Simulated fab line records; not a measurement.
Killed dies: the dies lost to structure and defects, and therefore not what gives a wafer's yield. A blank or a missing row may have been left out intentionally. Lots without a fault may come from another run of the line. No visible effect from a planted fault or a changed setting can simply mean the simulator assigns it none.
fab line records	flow nand_harc
[record] lots = 5	wafers = 15	last_day = 33
route steps=1302 shown A_STAIRCASE@776 END@1302
lots with no fault: from the same line, run without faults
start_h: start of the lot's first displayed wafer, in hours after the record's first day	wait_h: time in hours since the lot's previous step	" identical to the entry in the row above	L1.1+2: a single row standing in for several wafers	- either no value or no given start	* or withheld: withheld	< > ~ a bound
route shown NAME@n: names a module that has steps shown in the file, with the first one's number in the route	usual: mean and standard deviation over wafers with no fault	same: alike in all rows	chamber/n: place in a boat	sites: the reading at each site	_std_site: standard deviation of those values	_edge_site: the outer-site mean with the inner-site mean subtracted	radius_mm: how far each site lies from the wafer's centre	mask NAME#n: copy n	behind: the last tool/chamber to shape the wafer	hold: what put the lot on hold/how long, in hours/how the hold closed	device: the transistor (n, p or np) that didn't switch	end of line: the same wafers' tests at the end of the route	a step given without rows: its recipe and nothing more	killed: count of dies lost to structure and defects at first sort (not the wafer's yield)	map: a wafer's dies, marking killed ones x, the rest . and places with no die _
set.NAME: setting as actually run; set.NAME@STEP: the setting as run at that earlier step	model.NAME: the simulator's own value behind a step, which no gauge read
lots at selected steps of the route; one table per step, one row per wafer
services: a tool's chamber out of use, with start hour (start_h, from the record's first day; less than 0 if before it), hours out, and reason
[[steps]]
[step NHARC_A_STAIRCASE_COAT_262]
[recipe] spin_rpm = 1200
[step NHARC_A_STAIRCASE_SOFTBAKE_263]
[recipe] temp_c = 135	time_s = 170
[step NHARC_A_STAIRCASE_EBR_264]
[step NHARC_A_STAIRCASE_EXPOSE_265]
[recipe] na = 0.5	dose_mj = 25.01	mask_id = CHOP_200
[step NHARC_A_STAIRCASE_PEB_266]
[recipe] peb_temp_c = 115	peb_time_s = 130
[step NHARC_A_STAIRCASE_DEVELOP_267]
[recipe] time_s = 140
[step NHARC_A_STAIRCASE_HARDBAKE_269]
[recipe] temp_c = 120	time_s = 140
[step NHARC_A_STAIRCASE_DESCUM_270]
[recipe] time_s = 3	o2_flow_sccm = 200	ar_flow_sccm = 0	bias_power_w = 0	chemistry = O2
[usual] drypump_motor_current_A = 5.9/0.59	oes_product_au = 1.004/0.013	rf_vpp_V = 57.9/0.88	showerhead_plenum_p_Torr = 1.93/0.081	throttle_valve_pct = 11.311/0.0088
lot.wafer	tool	chamber	start_h	wait_h	drypump_motor_current_A	oes_product_au	rf_hours_counter_h	rf_vpp_V	showerhead_plenum_p_Torr	throttle_valve_pct
L349.3	rie_diel-04	0	429.54	-	5.9	1.014	24	59.4	1.96	11.331
L349.2	"	1	"	"	5.8	1.002	26	58.1	1.98	11.320
L349.1	"	2	"	"	5.0	0.995	21	58.7	1.92	11.314
L350.2	rie_diel-13	2	460.19	-	4.9	1.000	30	57.5	1.82	11.302
L350.3	"	3	"	"	6.0	1.002	32	56.9	1.90	11.296
L350.6	"	2	"	"	4.9	1.013	-	57.6	1.82	11.323
L362.1	rie_diel-04	3	553.49	-	5.6	0.993	6	58.5	1.98	11.319
L362.3	"	2	"	"	5.0	1.025	7	57.4	1.92	11.305
L362.5	"	0	"	"	5.9	1.033	-	58.2	1.95	11.305
L365.4	rie_diel-04	3	590.32	-	5.6	0.997	18	58.4	1.97	11.313
L365.1	"	0	"	"	5.9	1.027	17	59.0	1.94	11.310
L365.6	"	3	"	"	5.6	0.996	-	56.4	1.97	11.313
L366.4	rie_diel-13	3	595.31	-	6.1	0.982	24	56.8	1.88	11.317
L366.1	"	0	"	"	5.3	1.001	22	57.9	1.89	11.317
L366.6	"	2	"	"	4.9	1.003	-	57.7	1.80	11.311
[step NHARC_A_STAIRCASE_ETCH_271]
[recipe] cf4_flow_sccm = 100	chf3_flow_sccm = 30	ar_flow_sccm = 0	rf_w = 500	bias_w = 200	chemistry = CF4/CHF3
[usual] chf3_flow_sccm = 29.99/0.084	drypump_motor_current_A = 5.9/0.6	oes_product_au = 0.961/0.021	rf_vpp_V = 371.2/2.3	showerhead_plenum_p_Torr = 1.59/0.065	throttle_valve_pct = 16.802/0.0087
lot.wafer	tool	chamber	start_h	wait_h	chf3_flow_sccm	drypump_motor_current_A	oes_product_au	rf_hours_counter_h	rf_vpp_V	showerhead_plenum_p_Torr	throttle_valve_pct
L349.1	rie_diel-04	0	429.63	0.1	30.16	5.9	0.962	24	370.9	1.61	16.793
L349.3	"	1	"	"	29.92	5.8	0.960	26	371.8	1.62	16.800
L349.2	"	3	"	"	29.83	5.6	0.987	20	374.2	1.63	16.781
L350.3	rie_diel-13	0	460.28	0.1	29.98	5.3	0.986	33	370.2	1.56	16.802
L350.2	"	2	"	"	29.89	4.9	0.965	30	368.8	1.50	16.810
L350.6	"	0	"	"	30.00	5.3	0.977	-	370.5	1.56	16.803
L362.1	rie_diel-04	0	553.58	0.1	29.96	5.9	0.993	5	371.9	1.60	16.804
L362.3	"	1	"	"	29.91	5.8	0.992	6	373.2	1.61	16.816
L362.5	"	3	"	"	29.95	5.6	0.954	-	373.3	1.62	16.805
L365.4	rie_diel-04	0	590.40	0.1	30.05	5.9	0.966	17	372.5	1.60	16.794
L365.1	"	1	"	"	30.13	5.8	0.963	20	372.5	1.61	16.809
L365.6	"	0	"	"	30.03	5.9	0.960	-	370.4	1.60	16.801
L366.1	rie_diel-13	3	595.40	0.1	30.07	6.0	0.949	24	370.2	1.55	16.807
L366.4	"	1	"	"	29.93	6.5	0.981	20	374.6	1.67	16.801
L366.6	"	2	"	"	29.93	4.9	0.965	-	367.7	1.49	16.783
[step NHARC_A_STAIRCASE_HM_OPEN_457]
[recipe] o2_flow_sccm = 400	cos_flow_sccm = 20	ar_flow_sccm = 0	rf_w = 500	bias_w = 300	chemistry = O2/COS
[usual] drypump_motor_current_A = 5.9/0.59	oes_product_au = 1.002/0.014	rf_vpp_V = 467.8/3	showerhead_plenum_p_Torr = 3.15/0.13	throttle_valve_pct = 28.330/0.0099
lot.wafer	tool	chamber	start_h	wait_h	drypump_motor_current_A	oes_product_au	rf_hours_counter_h	rf_vpp_V	showerhead_plenum_p_Torr	throttle_valve_pct
L349.1	rie_diel-04	0	-	-	5.9	1.005	24	470.3	3.20	28.323
L349.2	"	1	"	"	5.8	0.992	27	470.3	3.22	28.316
L349.3	"	3	"	"	5.6	0.993	20	469.2	3.24	28.326
L350.3	rie_diel-13	0	-	-	5.3	1.011	33	467.4	3.10	28.350
L350.2	"	2	"	"	4.9	1.002	30	464.3	2.97	28.332
L350.6	"	1	"	"	6.5	0.991	-	471.2	3.33	28.342
L362.3	rie_diel-04	2	-	-	5.0	1.019	7	465.7	3.12	28.331
L362.1	"	3	"	"	5.6	0.990	6	468.4	3.22	28.343
L362.5	"	0	"	"	5.9	1.032	-	468.7	3.17	28.336
L365.1	rie_diel-04	3	-	-	5.6	0.998	18	469.6	3.21	28.326
L365.4	"	2	"	"	5.0	1.012	21	465.6	3.12	28.340
L365.6	"	3	"	"	5.7	1.004	-	469.2	3.21	28.346
L366.4	rie_diel-13	1	-	-	6.5	1.017	20	471.0	3.31	28.328
L366.1	"	2	"	"	4.9	1.006	22	462.2	2.95	28.323
L366.6	"	1	"	"	6.5	1.015	-	471.4	3.31	28.342
[step NHARC_A_STAIRCASE_STRIP_458]
[recipe] o2_flow_sccm = 400	cos_flow_sccm = 20	ar_flow_sccm = 0	bias_w = 0	chemistry = O2/COS
[step NHARC_A_STAIRCASE_ETCH_451]
[recipe] target_depth_a = 300	overetch_a = 30	time_s = 16.5	ion_energy_ev = 100	cf4_flow_sccm = 80	o2_flow_sccm = 20	ar_flow_sccm = 0	rf_w = 300	bias_w = 100	chemistry = CF4/O2
[usual] drypump_motor_current_A = 5.9/0.6	oes_product_au = 1.004/0.013	rf_vpp_V = 198.1/1.3	run_length_s = 37.7/0.4	showerhead_plenum_p_Torr = 1.35/0.055	throttle_valve_pct = 13.397/0.0089
lot.wafer	tool	chamber	start_h	wait_h	drypump_motor_current_A	oes_product_au	rf_hours_counter_h	rf_vpp_V	run_length_s	showerhead_plenum_p_Torr	throttle_valve_pct
L349.3	rie_diel-04	2	430.08	-	5.0	1.009	21	197.9	37.1	1.34	13.393
L349.2	"	3	"	"	5.6	0.994	20	199.7	37.6	1.39	13.391
L349.1	"	0	"	"	5.9	1.006	24	197.5	38.1	1.37	13.394
L350.3	rie_diel-13	1	460.73	-	6.5	0.981	33	201.8	37.6	1.43	13.398
L350.2	"	0	"	"	5.3	0.997	33	197.4	35.7	1.33	13.400
L350.6	"	1	"	"	6.5	0.976	-	198.7	38.1	1.43	13.406
L362.1	rie_diel-04	3	554.03	-	5.6	0.997	6	197.9	37.7	1.38	13.390
L362.3	"	0	"	"	5.9	1.028	5	198.1	37.8	1.36	13.377
L362.5	"	1	"	"	5.8	1.021	-	198.9	37.6	1.37	13.400
L365.4	rie_diel-04	1	590.86	-	5.8	1.020	21	198.0	37.5	1.36	13.403
L365.1	"	2	"	"	5.0	1.005	21	197.5	36.9	1.33	13.391
L365.6	"	0	"	"	5.9	1.016	-	197.0	38.1	1.36	13.413
L366.4	rie_diel-13	1	595.85	-	6.5	1.014	21	198.9	38.2	1.42	13.389
L366.1	"	3	"	"	6.0	0.984	24	197.8	38.1	1.31	13.402
L366.6	"	1	"	"	6.5	1.016	-	198.9	37.7	1.42	13.419
[step NHARC_A_STAIRCASE_ETCH_273]
[recipe] target_depth_a = 1.02e+05	time_s = 2468.6	ion_energy_ev = 800	c4f8_flow_sccm = 80	o2_flow_sccm = 60	ar_flow_sccm = withheld	rf_w = 600	bias_w = 3000	chemistry = C4F8/O2/Ar
[usual] oes_product_au = 0.941/0.014	rf_vpp_V = 1830/10	run_length_s = 2489.8/0.37
lot.wafer	tool	chamber	start_h	wait_h	oes_product_au	rf_hours_counter_h	rf_vpp_V	run_length_s
L349.1	rie_diel-04	0	-	-	0.959	24	1832	2489.7
L349.2	"	2	"	"	0.956	22	1829	2489.5
L349.3	"	3	"	"	0.951	21	1836	2489.7
L350.2	rie_diel-13	1	-	-	0.927	33	1843	2489.7
L350.3	"	2	"	"	0.956	31	1815	2489.4
L350.6	"	1	"	"	0.938	-	1843	2489.6
L362.3	rie_diel-04	3	-	-	0.943	7	1835	2489.9
L362.1	"	1	"	"	0.950	7	1833	2489.7
L362.5	"	3	"	"	0.943	-	1832	2489.8
L365.1	rie_diel-04	0	-	-	0.958	18	1831	2489.6
L365.4	"	1	"	"	0.953	21	1832	2490.4
L365.6	"	0	"	"	0.965	-	1831	2490.2
L366.4	rie_diel-13	1	-	-	0.938	21	1841	2489.7
L366.1	"	2	"	"	0.935	23	1812	2489.1
L366.6	"	2	"	"	0.935	-	1812	2489.4
[step NHARC_END_SORT_01]
[recipe] temp_c = 25
[usual] killed_at_array = 59/20	killed_at_other = 0.8/1.1	killed_at_periphery = 5/3.1	killed_dies = 64/21	killed_open = 3.4/1.9	killed_short = 2.3/1.7
[same] gross_dies = 677
lot.wafer	tool	chamber	start_h	wait_h	killed_at_array	killed_at_other	killed_at_periphery	killed_dies	killed_open	killed_short
L350.2	prober-01	0	646.37	2.8	48	1	2	51	3	4
L350.3	prober-01	0	647.16	3.1	41	0	4	45	2	0
L350.6	prober-01	0	649.55	4.0	43	0	3	46	6	3
L362.1	prober-01	0	749.64	2.5	78	4	8	90	5	3
L362.3	prober-01	0	751.23	3.1	78	1	7	86	3	0
L362.5	prober-01	0	752.83	3.7	77	2	12	91	2	3
// killed by level:class
L350.2 A_CHANNEL_HOLE_D2:chamber_film_flake=36 A_CHANNEL_FILL_D1:geometric_particle:short=2 A_CHANNEL_FILL_D2:geometric_particle:short=2 A_CHANNEL_HOLE_D1:chamber_film_flake=2 A_STAIRCASE:chamber_film_flake=2 P_M1:geometric_particle:open=1 A_CHANNEL_HOLE_D2:geometric_particle:open=1 A_CHANNEL_FILL_D2:geometric_particle:open=1
L350.3 A_CHANNEL_HOLE_D2:chamber_film_flake=32 P_GATE:chamber_film_flake=3 A_CHANNEL_HOLE_D1:chamber_film_flake=2 A_SLIT:chamber_film_flake=2 A_BONDPAD:chamber_film_flake=2 P_M0:geometric_particle:open=1 A_CHANNEL_FILL_D1:geometric_particle:open=1 A_WL_FILL:chamber_film_flake=1
L350.6 A_CHANNEL_HOLE_D2:chamber_film_flake=31 A_CHANNEL_FILL_D1:geometric_particle:open=2 A_DECK1_JOINT:geometric_particle:short=2 P_GATE:chamber_film_flake=2 P_M0:geometric_particle:open=1 A_CHANNEL_FILL_D1:geometric_particle:short=1 A_DECK1_JOINT:geometric_particle:open=1 A_CHANNEL_FILL_D2:geometric_particle:open=1
L362.1 A_CHANNEL_HOLE_D1:chamber_film_flake=34 A_SLIT:chamber_film_flake=32 P_M2:chamber_film_flake=3 A_CHANNEL_FILL_D1:chamber_film_flake=3 A_WL_FILL:geometric_particle:open=2 STARTING-WAFER:geometric_particle:open=2 P_ZERO_WELL:chamber_film_flake=2 A_WL_FILL:chamber_film_flake=2
L362.3 A_SLIT:chamber_film_flake=38 A_CHANNEL_HOLE_D1:chamber_film_flake=33 P_CONTACT:chamber_film_flake=2 P_M2:chamber_film_flake=2 A_STAIRCASE:chamber_film_flake=2 A_CONTACT:chamber_film_flake=2 A_SOURCE_PLATE:geometric_particle:open=1 A_CHANNEL_FILL_D2:geometric_particle:open=1
L362.5 A_CHANNEL_HOLE_D1:chamber_film_flake=31 A_SLIT:chamber_film_flake=30 P_M2:chamber_film_flake=4 A_CHANNEL_FILL_D1:chamber_film_flake=4 A_CONTACT:chamber_film_flake=4 P_CONTACT:chamber_film_flake=3 A_WL_FILL:chamber_film_flake=3 A_DECK1_JOINT:chamber_film_flake=2
[[services]]
tool	chamber	start_h	hours	kind
rie_diel-04	0	413.03	-	clean
rie_diel-04	1	413.03	-	clean
rie_diel-04	2	413.03	-	clean
rie_diel-04	3	413.03	-	clean
rie_diel-13	2	418.27	18.2	repair
rie_diel-04	0	437.53	-	clean
rie_diel-04	1	437.53	-	clean
rie_diel-04	2	437.53	-	clean
rie_diel-04	3	437.53	-	clean
rie_diel-04	2	440.61	33.2	repair
rie_diel-04	0	462.06	-	clean
rie_diel-04	1	462.06	-	clean
rie_diel-04	3	462.06	-	clean
rie_diel-04	0	486.73	-	clean
rie_diel-04	1	486.73	-	clean
rie_diel-04	2	486.73	-	clean
rie_diel-04	3	486.73	-	clean
rie_diel-04	0	511.23	-	clean
rie_diel-04	1	511.23	-	clean
rie_diel-04	2	511.23	-	clean
rie_diel-04	3	511.23	-	clean
rie_diel-13	-	519.17	9.0	pm
rie_diel-04	-	532.03	9.0	pm
rie_diel-13	2	547.64	2.1	repair
[[key]]
[first_sign] step = NHARC_A_STAIRCASE_ETCH_451	reading = run_length_s	direction = down	sigmas = 4.9	usual = *	struck = *
effect none on later readings
met_at NHARC_A_STAIRCASE_ETCH_451
struck_wafers L350.2
tester_left_out L350
[fault] kind = process_parameter_drift	tool = rie_diel-13	chamber = 0	onset_h = 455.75	steps = NHARC_A_STAIRCASE_ETCH_451	channel = time_s	offset = *	shape = step	end_h = 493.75	acts_in = *	stated = *
// tester_left_out: of these lots the tester's yield and bins aren't shown, on N5 and GAA mostly nor the transistor test; their killed dies are dies lost to structure and defects alone, not to doping, threshold or leakage, so they don't give the yield
